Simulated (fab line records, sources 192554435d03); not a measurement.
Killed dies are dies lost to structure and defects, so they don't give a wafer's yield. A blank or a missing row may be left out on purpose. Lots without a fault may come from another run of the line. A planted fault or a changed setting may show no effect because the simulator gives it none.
fab line records | flow n5_finfet
record lots=7 wafers=21
route steps=1938 shown WELL_APT@21 FIN_SAQP@109 DUMMY_GATE@221 SD_EPI_P@301 HKMG_FIN@438
start_h: hours from the record's first day to the start of the lot's first wafer shown | wait_h: hours since the lot's step before | " the same as in the row above | L1.1+2: a row that stands for several wafers | - no value, or no start given | * or withheld: withheld | < > ~ a bound
route shown NAME@n: a module of which the file shows steps, and the number in the route of the first | usual: mean/standard deviation of fault-free wafers | same: alike in all rows | chamber/n: place in a boat | sites: the reading at each site | _std_site: their standard deviation | _edge_site: outer sites' mean less inner sites' | radius_mm: how far each site lies from the wafer's centre | mask NAME#n: copy n | behind: the tool/chamber that last shaped the wafer | hold: why the lot was held/for how many hours/how that ended | device: the transistor (n, p or np) that didn't switch | end of line: the same wafers' tests at the end of the route | a step without rows: its recipe alone | killed: dies lost to structure and defects at the first sort, not the wafer's yield | map: a wafer's dies, x killed, . not, _ none there
set.NAME: the setting as run; set.NAME@STEP: as run at that earlier step | model.NAME: the simulator's own value behind a step, which no gauge read
lots whose settings were changed on purpose; a table a step, a row a wafer
## steps
# step N5_WELL_APT_COAT_02
# recipe spin_rpm=1357 resist_thk_nm=950
# columns lot.wafer tool chamber start_h wait_h set.spin_rpm model.coat_of_WELL_APT_COAT_02.thk_nm
L085.1 litho_track-01 0 - - 1357 952.9
L085.2 " 0 " " 1239 995.6
L085.6 " 0 " " 1239 999
L086.1 litho_track-01 0 - - 1357 945.9
L086.2 " 0 " " 1357 945.4
L086.5 " 0 " " 1269 977.2
L088.1 litho_track-04 0 - - 1357 947.1
L088.2 " 0 " " 1357 947.5
L088.3 " 0 " " 1357 951.8
L090.1 litho_track-01 0 - - 1357 949.6
L090.2 " 0 " " 1357 950.5
L090.3 " 0 " " 1425 925.3
L091.3 litho_track-01 0 - - 1357 947.6
L091.4 " 0 " " 1255 987.9
L091.6 " 0 " " 1255 985.9
L094.2 litho_track-03 0 - - 1357 950.7
L094.5 " 0 " " 1275 983.2
L094.6 " 0 " " 1275 983
L096.3 litho_track-01 0 - - 1357 953.6
L096.4 " 0 " " 1410 932.3
L096.5 " 0 " " 1357 953.9
# step N5_WELL_APT_EXPOSE_22
# recipe mask_id=PWELL na=0.8 source_shape=conventional sigma_outer=0.8 polarization=unpolarized defocus_nm=0 target_cd_nm=200 dose_mj=23.2
# columns lot.wafer tool chamber start_h wait_h mask set.dose_mj
L085.1 krf_scanner-02 0 80.63 - PWELL#0 22.21
L085.2+6 " 0 " " PWELL#0 23.2
L086.1+2+5 krf_scanner-01 0 87.46 - PWELL#0 23.2
L088.1+2+3 krf_scanner-02 0 98.87 - PWELL#0 23.2
L090.1+2+3 krf_scanner-02 0 110.74 - PWELL#0 23.2
L091.3+4+6 krf_scanner-01 0 117.45 - PWELL#0 23.2
L094.2+5+6 krf_scanner-02 0 134.76 - PWELL#0 23.2
L096.3+4 krf_scanner-02 0 147.21 - PWELL#0 23.2
L096.5 " 0 " " PWELL#0 22.33
# step N5_WELL_APT_PEB_23
# recipe peb_temp_c=130 peb_time_s=90
# columns lot.wafer tool chamber start_h wait_h set.peb_temp_c
L085.1+6 litho_track-03 0 80.69 0.1 131
L085.2 " 0 " " 130
L086.1+2+5 litho_track-04 0 87.52 0.1 130
L088.1+2+3 litho_track-04 0 98.92 0.1 130
L090.1 litho_track-03 0 110.80 0.1 130
L090.2+3 " 0 " " 127.9
L091.3+4 litho_track-01 0 117.50 0.0 128.8
L091.6 " 0 " " 130
L094.2+6 litho_track-03 0 134.81 0.0 130
L094.5 " 0 " " 126.8
L096.3+5 litho_track-03 0 147.26 0.0 130
L096.4 " 0 " " 127.7
# step N5_WELL_APT_DEVELOP_24
# recipe develop_time_s=45 rinse_liquid=surfactant_rinse dry=air_spin dev_temp_c=21
# step N5_WELL_APT_HARDBAKE_29
# recipe temp_c=130 time_s=120
# step N5_WELL_APT_CD_MEAS_25
# recipe target_cd_nm=200 landing_energy_ev=500 detector=se_inlens
# usual cd_nm=201.0/2.1
# columns lot.wafer tool chamber start_h wait_h set.dose_mj@WELL_APT_EXPOSE_22 set.peb_temp_c@WELL_APT_PEB_23 cd_nm
L085.1 cd_sem-02 0 80.80 - 22.21 131 198.7
L085.2 " 0 " " 23.2 130 200.7
L085.6 " 0 " " 23.2 131 204.1
L086.1 cd_sem-01 0 87.64 - 23.2 130 201.0
L086.2 " 0 " " 23.2 130 202.8
L086.5 " 0 " " 23.2 130 201.7
L088.1 cd_sem-01 0 99.04 - 23.2 130 203.8
L088.2 " 0 " " 23.2 130 201.8
L088.3 " 0 " " 23.2 130 203.3
L090.1 cd_sem-02 0 110.91 - 23.2 130 200.1
L090.2 " 0 " " 23.2 127.9 187.3
L090.3 " 0 " " 23.2 127.9 188.5
L091.3 cd_sem-02 0 117.62 - 23.2 128.8 193.3
L091.4 " 0 " " 23.2 128.8 193.7
L091.6 " 0 " " 23.2 130 203.0
L094.2 cd_sem-01 0 134.93 - 23.2 130 200.5
L094.5 " 0 " " 23.2 126.8 177.1
L094.6 " 0 " " 23.2 130 197.1
L096.3 cd_sem-03 0 147.37 - 23.2 130 201.0
L096.4 " 0 " " 23.2 127.7 187.4
L096.5 " 0 " " 22.33 130 191.0
# step N5_WELL_APT_DESCUM_30
# recipe chemistry=O2 time_s=7.9 source_power_w=50 bias_power_w=20 pressure_mtorr=20 rf_frequency_hz=2.712e+07 temp_c=40 o2_flow_sccm=225
# columns lot.wafer tool chamber start_h wait_h set.dose_mj@WELL_APT_EXPOSE_22 set.peb_temp_c@WELL_APT_PEB_23 model.WELL_APT.cd_nm
L085.1 rie_diel-02 0 80.91 0.0 22.21 131 198.6
L085.2 " 2 " " 23.2 130 200.6
L085.6 " 2 " " 23.2 131 204.4
L086.1 rie_diel-03 2 87.72 0.0 23.2 130 200.9
L086.2 " 1 " " 23.2 130 202.7
L086.5 " 0 " " 23.2 130 201.5
L088.1 rie_diel-03 3 99.13 0.0 23.2 130 203.7
L088.2 " 1 " " 23.2 130 201.6
L088.3 " 2 " " 23.2 130 203.3
L090.1 rie_diel-02 0 111.00 0.0 23.2 130 200.3
L090.2 " 1 " " 23.2 127.9 187.2
L090.3 " 2 " " 23.2 127.9 189
L091.3 rie_diel-03 2 117.70 0.0 23.2 128.8 193.2
L091.4 " 1 " " 23.2 128.8 193.5
L091.6 " 3 " " 23.2 130 203
L094.2 rie_diel-04 2 135.13 0.1 23.2 130 200.6
L094.5 " 3 " " 23.2 126.8 177.2
L094.6 " 2 " " 23.2 130 197.5
L096.3 rie_diel-02 3 147.52 0.1 23.2 130 201
L096.4 " 2 " " 23.2 127.7 187.3
L096.5 " 3 " " 22.33 130 190.7
# step N5_FIN_SAQP_PEB_14
# recipe peb_temp_c=withheld peb_time_s=60 resist=CAR-ArF
# columns lot.wafer tool chamber start_h wait_h set.peb_time_s
L085.1+2+6 litho_track-04 0 88.42 0.1 60
L086.1+2 litho_track-05 0 94.10 0.1 65.4
L086.5 " 0 " " 60
L088.1+2+3 litho_track-04 0 105.95 0.1 60
L090.1+3 litho_track-05 0 118.41 0.1 60
L090.2 " 0 " " 50.25
L091.3+4+6 litho_track-04 0 124.30 0.0 60
L094.2+5 litho_track-05 0 142.28 0.0 60
L094.6 " 0 " " 67.36
L096.3+4+5 litho_track-03 0 153.76 0.0 54.54
# step N5_FIN_SAQP_DEVELOP_15
# recipe develop_time_s=30 developer=TMAH resist=CAR-ArF dev_temp_c=23 rinse_liquid=diw dry=air_spin
# columns lot.wafer tool chamber start_h wait_h set.develop_time_s
L085.1+2+6 litho_track-04 0 - - 30
L086.1+5 litho_track-05 0 - - 23.44
L086.2 " 0 " " 30
L088.1+2+3 litho_track-04 0 - - 30
L090.1+2 litho_track-05 0 - - 27.95
L090.3 " 0 " " 30
L091.3+6 litho_track-04 0 - - 30
L091.4 " 0 " " 34.08
L094.2+5+6 litho_track-05 0 - - 30
L096.3+4 litho_track-03 0 - - 28.09
L096.5 " 0 " " 30
# step N5_FIN_SAQP_CD_MEAS_16
# recipe target_cd_nm=35.6 landing_energy_ev=500 detector=se_inlens
# usual cd_nm=35.7/0.35
# columns lot.wafer tool chamber start_h wait_h set.peb_time_s@FIN_SAQP_PEB_14 cd_nm
L085.1 cd_sem-02 0 88.49 - 60 36.1
L085.2 " 0 " " 60 35.5
L085.6 " 0 " " 60 35.4
L086.1 cd_sem-02 0 94.17 - 65.4 34.9
L086.2 " 0 " " 65.4 34.7
L086.5 " 0 " " 60 36.5
L088.1 cd_sem-01 0 106.02 - 60 35.0
L088.2 " 0 " " 60 35.5
L088.3 " 0 " " 60 35.9
L090.1 cd_sem-01 0 118.48 - 60 36.7
L090.2 " 0 " " 50.25 38.4
L090.3 " 0 " " 60 36.0
L091.3 cd_sem-02 0 124.37 - 60 35.7
L091.4 " 0 " " 60 35.4
L091.6 " 0 " " 60 35.3
L094.2 cd_sem-03 0 142.34 - 60 36.0
L094.5 " 0 " " 60 36.3
L094.6 " 0 " " 67.36 34.2
L096.3 cd_sem-01 0 153.83 - 54.54 36.9
L096.4 " 0 " " 54.54 37.1
L096.5 " 0 " " 54.54 37.0
# step N5_DUMMY_GATE_PECVD_30
# recipe material=SiO2 target_thk_a=550 temp_c=400 precursor=TEOS/O2 pressure_torr=6.5 rf_w=withheld teos_flow_sccm=withheld gas=O2 flow_sccm=2650 time_s=10.8
# columns lot.wafer tool chamber start_h wait_h set.time_s model.SiO2_of_DUMMY_GATE_PECVD_30.thk_nm
L085.1+2 pecvd-03 0,1 113.66 0.0 10.8 54.6
L085.6 " 2 " " 10.8 55.8
L086.1 pecvd-03 0 123.56 0.1 10.8 54.2
L086.2 " 1 " " 10.8 54.4
L086.5 " 1 " " 10.8 55.2
L088.1+3 pecvd-04 2,0 131.49 0.0 10.8 54.8
L088.2 " 1 " " 10.8 54.4
L090.1 pecvd-03 0 145.45 0.0 9.319 48
L090.2 " 1 " " 10.8 54.4
L090.3 " 2 " " 10.8 54.8
L091.3 pecvd-02 2 147.79 0.0 10.8 54.6
L091.4+6 " 0,1 " " 10.8 55.6
L094.2 pecvd-03 0 166.03 0.0 10.8 54
L094.5 " 0 " " 10.8 54.4
L094.6 " 2 " " 9.584 49.8
L096.3 pecvd-04 0 179.20 0.0 10.8 56
L096.4 " 0 " " 12.38 64
L096.5 " 2 " " 12.38 64.6
# step N5_DUMMY_GATE_COAT_09
# recipe resist=CAR-EUV spin_rpm=1500 resist_thk_nm=30
# columns lot.wafer tool chamber start_h wait_h set.spin_rpm model.CAR-EUV_of_DUMMY_GATE_COAT_09.thk_nm
L085.1+2 litho_track-05 0 - - 1500 30
L085.6 " 0 " " 1642 28.6
L086.1+2+5 litho_track-02 0 - - 1500 30
L088.1+2+3 litho_track-04 0 - - 1500 30
L090.1+2+3 litho_track-05 0 - - 1500 30
L091.3+6 litho_track-05 0 - - 1500 29.8
L091.4 " 0 " " 1500 30
L094.2 litho_track-02 0 - - 1339 31.8
L094.5+6 " 0 " " 1500 30
L096.3+4 litho_track-04 0 - - 1500 30
L096.5 " 0 " " 1585 29
# step N5_DUMMY_GATE_EBR_11
# recipe solvent=PGMEA ebr_width_mm=1.5
# step N5_DUMMY_GATE_SOFTBAKE_10
# recipe temp_c=110 time_s=60 resist=CAR-EUV
# step N5_DUMMY_GATE_DESCUM_20
# recipe chemistry=O2 time_s=6.2 source_power_w=50 bias_power_w=20 pressure_mtorr=20 rf_frequency_hz=2.712e+07 temp_c=40 resist=CAR-EUV o2_flow_sccm=225
# columns lot.wafer tool chamber start_h wait_h set.spin_rpm@DUMMY_GATE_COAT_09 model.CAR-EUV_of_DUMMY_GATE_COAT_09.thk_nm
L085.1+2 rie_diel-05 2,0 114.35 0.3 1500 26.6
L085.6 " 0 " " 1642 25.2
L086.1+2+5 rie_diel-06 1,2,3 124.01 0.0 1500 26.4
L088.1 rie_diel-06 3 132.07 0.0 1500 26.6
L088.2+3 " 2,1 " " 1500 26.4
L090.1 rie_diel-05 1 146.06 0.2 1500 26.6
L090.2+3 " 3,0 " " 1500 26.4
L091.3 rie_diel-01 3 148.37 0.0 1500 26.2
L091.4+6 " 2,3 " " 1500 26.4
L094.2 rie_diel-05 3 166.53 0.1 1339 28.2
L094.5+6 " 0,3 " " 1500 26.6
L096.3 rie_diel-06 2 179.65 0.0 1500 26.4
L096.4 " 0 " " 1500 26.6
L096.5 " 0 " " 1585 25.6
# step N5_DUMMY_GATE_ETCH_29
# recipe chemistry=N2/H2 target=underlayer target_depth_a=130 ion_energy_ev=200 pressure_mtorr=30 source_w=840 bias_w=150 n2_flow_sccm=200 h2_flow_sccm=200
# step N5_DUMMY_GATE_ETCH_36
# recipe chemistry=CF4 target=SiARC target_depth_a=130 pressure_mtorr=40 source_w=545 bias_w=36 Ar_flow_sccm=100 cf4_flow_sccm=100 ion_energy_ev=80
# step N5_DUMMY_GATE_STRIP_41
# recipe chemistry=O2 power_w=400 temp_c=40 pressure_mtorr=30 rf_frequency_hz=6e+07 bias_power_w=0 overash_fraction=0.3 o2_flow_sccm=225
# step N5_DUMMY_GATE_HM_OPEN_21
# recipe chemistry=CH3F/O2 target=SiNx target_depth_a=1200 Ar_flow_sccm=150 CH3F_flow_sccm=30 O2_flow_sccm=23 time_s=171.4 pressure_mtorr=30 source_w=395 bias_w=73 ion_energy_ev=120.7
# step N5_DUMMY_GATE_ETCH_32
# recipe chemistry=CF4 target=SiO2 target_depth_a=35 time_s=3.9 ion_energy_ev=350 pressure_mtorr=10 icp_w=800 bias_w=400 cf4_flow_sccm=80
# columns lot.wafer tool chamber start_h wait_h set.time_s@DUMMY_GATE_PECVD_30 model.SiO2_of_DUMMY_GATE_PECVD_30.thk_nm
L085.1 rie_si-01 1 115.02 0.1 10.8 41
L085.2 " 2 " " 10.8 41.2
L085.6 " 2 " " 10.8 42.6
L086.1 rie_si-06 3 124.79 0.1 10.8 40.6
L086.2 " 1 " " 10.8 41
L086.5 " 1 " " 10.8 42
L088.1+2+3 rie_si-04 1,2,3 132.74 0.1 10.8 41.2
L090.1 rie_si-01 3 146.73 0.1 9.319 34.4
L090.2+3 " 1,2 " " 10.8 40.8
L091.3 rie_si-01 3 149.04 0.1 10.8 41.2
L091.4 " 1 " " 10.8 42
L091.6 " 3 " " 10.8 42.2
L094.2 rie_si-01 0 167.52 0.1 10.8 40.4
L094.5 " 0 " " 10.8 40.8
L094.6 " 3 " " 9.584 36.6
L096.3 rie_si-06 2 180.32 0.1 10.8 42.2
L096.4 " 3 " " 12.38 50.2
L096.5 " 2 " " 12.38 50.8
# step N5_SD_EPI_P_PEB_07
# recipe peb_temp_c=110 peb_time_s=60 resist=CAR-ArF-block
# columns lot.wafer tool chamber start_h wait_h set.peb_time_s
L085.1+2+6 litho_track-02 0 121.62 0.1 60
L086.1+2 litho_track-01 0 131.34 0.1 66.17
L086.5 " 0 " " 60
L088.1+2+3 litho_track-01 0 138.74 0.1 60
L090.1+2+3 litho_track-05 0 153.86 0.1 71.24
L091.3+6 litho_track-02 0 157.42 0.0 60
L091.4 " 0 " " 48.89
L094.2+5 litho_track-01 0 173.84 0.0 60
L094.6 " 0 " " 66.96
L096.3+4+5 litho_track-05 0 187.02 0.0 60
# step N5_SD_EPI_P_DEVELOP_08
# recipe develop_time_s=30 developer=TMAH resist=CAR-ArF-block dev_temp_c=23 rinse_liquid=diw dry=air_spin
# step N5_SD_EPI_P_CD_MEAS_09
# recipe target_cd_nm=240 landing_energy_ev=500 detector=se_inlens
# usual cd_nm=239.2/0.7
# columns lot.wafer tool chamber start_h wait_h set.peb_time_s@SD_EPI_P_PEB_07 cd_nm
L085.1 cd_sem-03 0 121.69 - 60 238.7
L085.2 " 0 " " 60 239.2
L085.6 " 0 " " 60 238.6
L086.1 cd_sem-02 0 131.41 - 66.17 241.8
L086.2 " 0 " " 66.17 241.9
L086.5 " 0 " " 60 239.8
L088.1 cd_sem-03 0 138.81 - 60 237.4
L088.2 " 0 " " 60 237.9
L088.3 " 0 " " 60 238.5
L090.1 cd_sem-01 0 153.93 - 71.24 245.1
L090.2 " 0 " " 71.24 245.5
L090.3 " 0 " " 71.24 245.0
L091.3 cd_sem-03 0 157.49 - 60 239.3
L091.4 " 0 " " 48.89 230.9
L091.6 " 0 " " 60 238.1
L094.2 cd_sem-02 0 173.91 - 60 238.2
L094.5 " 0 " " 60 239.3
L094.6 " 0 " " 66.96 243.0
L096.3 cd_sem-02 0 187.09 - 60 239.3
L096.4 " 0 " " 60 239.6
L096.5 " 0 " " 60 238.6
# step N5_SD_EPI_P_DESCUM_14
# recipe chemistry=O2 time_s=7.9 source_power_w=50 bias_power_w=20 pressure_mtorr=20 rf_frequency_hz=2.712e+07 temp_c=40 resist=CAR-ArF-block o2_flow_sccm=225
# columns lot.wafer tool chamber start_h wait_h set.peb_time_s@SD_EPI_P_PEB_07 model.SD_EPI_P.cd_nm
L085.1 rie_diel-01 3 121.78 0.0 60 239
L085.2 " 2 " " 60 239.2
L085.6 " 2 " " 60 238.8
L086.1+2 rie_diel-05 0,3 131.49 0.0 66.17 242
L086.5 " 2 " " 60 240
L088.1 rie_diel-06 0 139.13 0.3 60 237.6
L088.2 " 2 " " 60 237.8
L088.3 " 1 " " 60 -
L090.1+3 rie_diel-01 1,3 154.02 0.0 71.24 245.2
L090.2 " 0 " " 71.24 245.6
L091.3 rie_diel-06 2 157.59 0.1 60 239.2
L091.4 " 0 " " 48.89 231
L091.6 " 1 " " 60 238.4
L094.2 rie_diel-01 0 174.00 0.0 60 238.6
L094.5 " 1 " " 60 239.6
L094.6 " 2 " " 66.96 243.2
L096.3 rie_diel-06 3 187.17 0.0 60 239.4
L096.4 " 0 " " 60 239
L096.5 " 0 " " 60 238.4
# step N5_SD_EPI_P_ETCH_36
# recipe chemistry=CF4 target=SiARC target_depth_a=455 mask_material=CAR-ArF-block time_s=75.8 ion_energy_ev=80 pressure_mtorr=40 source_w=545 bias_w=36 Ar_flow_sccm=100 cf4_flow_sccm=100 ends=cleared
# columns lot.wafer tool chamber start_h wait_h set.peb_time_s@SD_EPI_P_PEB_07 model.SD_EPI_P.cd_nm
L085.1+6 rie_diel-01 3,2 121.81 0.0 60 239
L085.2 " 2 " " 60 239.2
L086.1+2 rie_diel-05 0,3 131.53 0.0 66.17 242.2
L086.5 " 2 " " 60 240
L088.1 rie_diel-06 0 139.16 0.0 60 237.2
L088.2 " 2 " " 60 237.8
L088.3 " 1 " " 60 238.2
L090.1+2 rie_diel-01 1,0 154.05 0.0 71.24 245.4
L090.3 " 3 " " 71.24 245.2
L091.3 rie_diel-06 2 157.63 0.0 60 239.4
L091.4 " 0 " " 48.89 231
L091.6 " 1 " " 60 238.2
L094.2 rie_diel-01 0 174.03 0.0 60 238.4
L094.5 " 1 " " 60 239.8
L094.6 " 2 " " 66.96 243.2
L096.3+4 rie_diel-06 3,0 187.21 0.0 60 239
L096.5 " 0 " " 60 238
# step N5_SD_EPI_P_ETCH_37
# recipe chemistry=N2/H2 target=SOC overetch_a=1080 mask_material=SiARC temp_c=40 ion_energy_ev=100 source_w=3000 bias_w=133 pressure_mtorr=20 time_s=486 n2_flow_sccm=200 h2_flow_sccm=200 ends=end_point
# columns lot.wafer tool chamber start_h wait_h set.peb_time_s@SD_EPI_P_PEB_07 model.SD_EPI_P.cd_nm
L085.1 rie_diel-01 3 121.87 0.0 60 239.8
L085.2 " 2 " " 60 237.6
L085.6 " 2 " " 60 237.2
L086.1 rie_diel-05 0 131.58 0.0 66.17 242.4
L086.2 " 3 " " 66.17 242
L086.5 " 2 " " 60 239.4
L088.1 rie_diel-06 0 139.22 0.0 60 235.4
L088.2 " 2 " " 60 236.8
L088.3 " 1 " " 60 238
L090.1 rie_diel-01 1 154.11 0.0 71.24 246
L090.2 " 0 " " 71.24 245.2
L090.3 " 3 " " 71.24 244.8
L091.3 rie_diel-06 2 157.68 0.0 60 238.2
L091.4 " 0 " " 48.89 229.2
L091.6 " 1 " " 60 239.2
L094.2 rie_diel-01 0 174.09 0.0 60 239.4
L094.5 " 1 " " 60 241.4
L094.6 " 2 " " 66.96 243.4
L096.3 rie_diel-06 3 187.26 0.0 60 239.6
L096.4 " 0 " " 60 236.8
L096.5 " 0 " " 60 236.2
# step N5_HKMG_FIN_ETCH_35
# recipe chemistry=N2/H2 target=SOC target_depth_a=2158 ion_energy_ev=65 bias_w=5 source_w=3000 time_s=243.4 pressure_mtorr=30 n2_flow_sccm=200 h2_flow_sccm=200
# usual rf_vpp_V=141.2/0.91
# columns lot.wafer tool chamber start_h wait_h set.source_w rf_vpp_V model.etch.depth_nm model.SOC_of_HKMG_FIN_COAT_29.thk_nm model.HKMG_FIN.feature_depth_nm
L085.1 rie_diel-03 3 143.19 0.0 2761 146.6 197.5 103.8 197.6
L085.2 " 0 " " 3000 141.1 212.1 89 212
L085.6 " 1 " " 2761 145.7 204.8 96.2 204.8
L086.1 rie_diel-03 0 157.52 0.0 3000 141.5 213.9 85.8 213.8
L086.2 " 2 " " 3163 139.5 227.8 72.8 227.8
L086.5 " 2 " " 3000 141.6 215.5 84.4 215.4
L088.1 rie_diel-02 1 164.68 0.0 3000 140.5 215.5 84.6 215.6
L088.2 " 0 " " 3000 142.5 213.1 87 213
L088.3 " 2 " " 3000 139.8 220.8 79.6 220.8
L090.1 rie_diel-03 2 174.94 0.0 3000 141.9 219.7 81 219.6
L090.2 " 1 " " 3000 140.5 227.2 73.8 227.2
L090.3 " 0 " " 3000 142.4 213.4 88.2 213.4
L091.3 rie_diel-03 2 179.71 0.0 3000 141.8 218.6 82.2 218.6
L091.4 " 0 " " 3000 142.4 209.3 91.2 209.2
L091.6 " 2 " " 3000 141.1 218.9 80.6 218.8
L094.2 rie_diel-02 1 194.70 0.0 3512 133.3 248.4 51.4 248.4
L094.5 " 0 " " 3000 140.9 214 86.4 214
L094.6 " 1 " " 3000 141.1 216.2 84 216.2
L096.3 rie_diel-02 0 208.88 0.0 3318 136.7 227.1 73.2 227
L096.4 " 2 " " 3000 141.7 215.3 84.8 215.4
L096.5 " 3 " " 3318 137.0 241.8 59 241.8
## key
split step=N5_WELL_APT_COAT_02 setting=spin_rpm stated=1357 by=wafer
response step=N5_WELL_APT_COAT_02 reading=model.coat_of_WELL_APT_COAT_02.thk_nm change=-5.14 per=1% r=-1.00
split step=N5_WELL_APT_EXPOSE_22 setting=dose_mj stated=23.2 by=wafer
response step=N5_WELL_APT_CD_MEAS_25 reading=cd_nm slope=+2.12 per=1% together_with=peb_temp_c@WELL_APT_PEB_23 explained=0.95
response step=N5_WELL_APT_DESCUM_30 reading=model.WELL_APT.cd_nm slope=+2.18 per=1% together_with=peb_temp_c@WELL_APT_PEB_23 explained=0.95
split step=N5_WELL_APT_PEB_23 setting=peb_temp_c stated=130 by=wafer
response step=N5_WELL_APT_CD_MEAS_25 reading=cd_nm change=+7.39 per=1% r=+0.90
response step=N5_WELL_APT_DESCUM_30 reading=model.WELL_APT.cd_nm change=+7.4 per=1% r=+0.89
split step=N5_FIN_SAQP_PEB_14 setting=peb_time_s stated=60 by=wafer
response step=N5_FIN_SAQP_CD_MEAS_16 reading=cd_nm change=-0.146 per=1% r=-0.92
split step=N5_FIN_SAQP_DEVELOP_15 setting=develop_time_s stated=30 by=wafer
response none clear
split step=N5_DUMMY_GATE_PECVD_30 setting=time_s stated=10.8 by=wafer
response step=N5_DUMMY_GATE_PECVD_30 reading=model.SiO2_of_DUMMY_GATE_PECVD_30.thk_nm change=+0.494 per=1% r=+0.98
response step=N5_DUMMY_GATE_ETCH_32 reading=model.SiO2_of_DUMMY_GATE_PECVD_30.thk_nm change=+0.481 per=1% r=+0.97
split step=N5_DUMMY_GATE_COAT_09 setting=spin_rpm stated=1500 by=wafer
response step=N5_DUMMY_GATE_COAT_09 reading=model.CAR-EUV_of_DUMMY_GATE_COAT_09.thk_nm change=-0.161 per=1% r=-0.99
response step=N5_DUMMY_GATE_DESCUM_20 reading=model.CAR-EUV_of_DUMMY_GATE_COAT_09.thk_nm change=-0.15 per=1% r=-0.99
split step=N5_SD_EPI_P_PEB_07 setting=peb_time_s stated=60 by=wafer
response step=N5_SD_EPI_P_CD_MEAS_09 reading=cd_nm change=+0.368 per=1% r=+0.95
response step=N5_SD_EPI_P_DESCUM_14 reading=model.SD_EPI_P.cd_nm change=+0.364 per=1% r=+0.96
response step=N5_SD_EPI_P_ETCH_36 reading=model.SD_EPI_P.cd_nm change=+0.368 per=1% r=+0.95
response step=N5_SD_EPI_P_ETCH_37 reading=model.SD_EPI_P.cd_nm change=+0.411 per=1% r=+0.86
split step=N5_HKMG_FIN_ETCH_35 setting=source_w stated=3000 by=wafer
response step=N5_HKMG_FIN_ETCH_35 reading=rf_vpp_V change=-0.47 per=1% r=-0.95
response step=N5_HKMG_FIN_ETCH_35 reading=model.etch.depth_nm change=+1.87 per=1% r=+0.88
response step=N5_HKMG_FIN_ETCH_35 reading=model.SOC_of_HKMG_FIN_COAT_29.thk_nm change=-1.87 per=1% r=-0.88
response step=N5_HKMG_FIN_ETCH_35 reading=model.HKMG_FIN.feature_depth_nm change=+1.87 per=1% r=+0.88
